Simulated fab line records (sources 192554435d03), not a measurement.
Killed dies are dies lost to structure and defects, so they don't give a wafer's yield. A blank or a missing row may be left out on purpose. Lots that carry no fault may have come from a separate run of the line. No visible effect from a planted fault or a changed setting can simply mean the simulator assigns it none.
One fault seen from 2 desks + flow n5_finfet + numbers are kept per desk, each desk with only its own; the story behind them comes last

TOOL OWNER'S DESK, krf_scanner-01
The tool's own readings at N5_PASSIVATION_EXPOSE_07 (exposes mask TV, defocus 0 nm, target cd 3000 nm): means of the sampled wafers that have a number, for each lot that ran on this tool. Marked OUT: a lot whose mean sits more than 4 standard deviations from the usual mean, which makes it out of limits; the brackets give that distance.
Columns: A = exposure_dose_mJ_cm2 at N5_PASSIVATION_EXPOSE_07, usual 22.742; B = focus_offset_nm at N5_PASSIVATION_EXPOSE_07, usual 0.0 nm
| lot  | first seen here | A      | B    |
|------|-----------------|--------|------|
| L543 | day 12 23:49    | 22.772 | 0.4  |
| L544 | day 13 04:41    | 22.760 | -0.0 |
| L546 | day 13 12:36    | 22.720 | -0.6 |
| L547 | day 14 00:12    | 22.751 | 0.1  |
| L549 | day 14 05:10    | 22.728 | 0.1  |
| L551 | day 14 06:10    | 22.766 | 0.2  |
Result from this desk: across the 6 lots, nothing is out of limits.

AT THE METROLOGY DESK
Means of the sampled wafers that have a number, per lot and without regard to the tool the lot ran on: this is what the gauges read. Marked OUT: a lot whose mean sits more than 4 standard deviations from the usual mean, which makes it out of limits; the brackets give that distance. It has 12 readings, of which 7 appear: the earliest out of limits, and the ones furthest out on some lot.
Columns: A = DIBL_N at N5_BEOL_M4_RC_MEAS_101, usual 37.2 mV/V; B = DIBL_P at N5_BEOL_M4_RC_MEAS_101, usual 37.3 mV/V; C = IOFF_N at N5_BEOL_M4_RC_MEAS_101, usual 0.18 nA/um; D = ION_N at N5_BEOL_M4_RC_MEAS_101, usual 680 uA/um; E = ION_P at N5_BEOL_M4_RC_MEAS_101, usual 466 uA/um; F = VT_P at N5_BEOL_M4_RC_MEAS_101, usual -248 mV; G = TV_OVL at N5_PASSIVATION_OVL_MEAS_60, usual -2 nm
| lot  | first seen here | A    | B    | C    | D   | E   | F    | G                     |
|------|-----------------|------|------|------|-----|-----|------|-----------------------|
| L543 | day 8 08:06     | 37.0 | 37.0 | 0.17 | 674 | 467 | -249 | -0                    |
| L544 | day 8 17:01     | 34.6 | 34.5 | 0.15 | 675 | 463 | -250 | -5                    |
| L546 | day 9 01:14     | 39.1 | 39.6 | 0.23 | 702 | 474 | -247 | -12                   |
| L547 | day 9 10:15     | 36.9 | 34.5 | 0.14 | 662 | 455 | -253 | 526 (+99 or more) OUT |
| L549 | day 9 18:03     | 35.2 | 35.0 | 0.14 | 672 | 464 | -249 | 525 (+99 or more) OUT |
| L551 | day 9 19:36     | 36.4 | 37.4 | 0.17 | 681 | 467 | -249 | 531 (+99 or more) OUT |
| L554 | day 10 13:31    | 40.5 | 38.5 | 0.23 | 690 | 466 | -246 | -0                    |
| L558 | day 11 21:05    | 38.0 | 38.6 | 0.17 | 672 | 452 | -254 | -1                    |
| L555 | day 11 22:16    | 40.9 | 41.0 | 0.25 | 698 | 471 | -248 | -2                    |
| L561 | day 14 04:46    | 36.1 | 38.5 | 0.17 | 683 | 474 | -247 | 1                     |
This desk reports L547, L549, L551 out of limits; the earliest was L547 at day 14 00:25 (TV_OVL at N5_PASSIVATION_OVL_MEAS_60). L543, L544, L546, L554, L558, L555, L561: within limits.

ALL TOGETHER
L547, L549, L551 would have let the metrology desk raise an alarm at day 14 00:25.
The tool owner's desk saw nothing out of limits.
Tool owner's desk: L547, L549, L551 on record, inside its limits.
All the named lots went through N5_PASSIVATION_EXPOSE_07 on krf_scanner-01.

WHAT THE SIMULATOR HAD PUT IN
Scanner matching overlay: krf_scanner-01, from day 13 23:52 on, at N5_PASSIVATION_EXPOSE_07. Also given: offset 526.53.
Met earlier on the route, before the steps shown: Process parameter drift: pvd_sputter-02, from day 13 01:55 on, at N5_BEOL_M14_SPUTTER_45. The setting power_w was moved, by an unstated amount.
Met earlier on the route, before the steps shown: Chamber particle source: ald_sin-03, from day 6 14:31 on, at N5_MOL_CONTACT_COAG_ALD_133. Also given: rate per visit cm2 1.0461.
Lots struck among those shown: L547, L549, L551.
Hours from the fault's start to each desk's first reading out of limits: the metrology desk, 1.
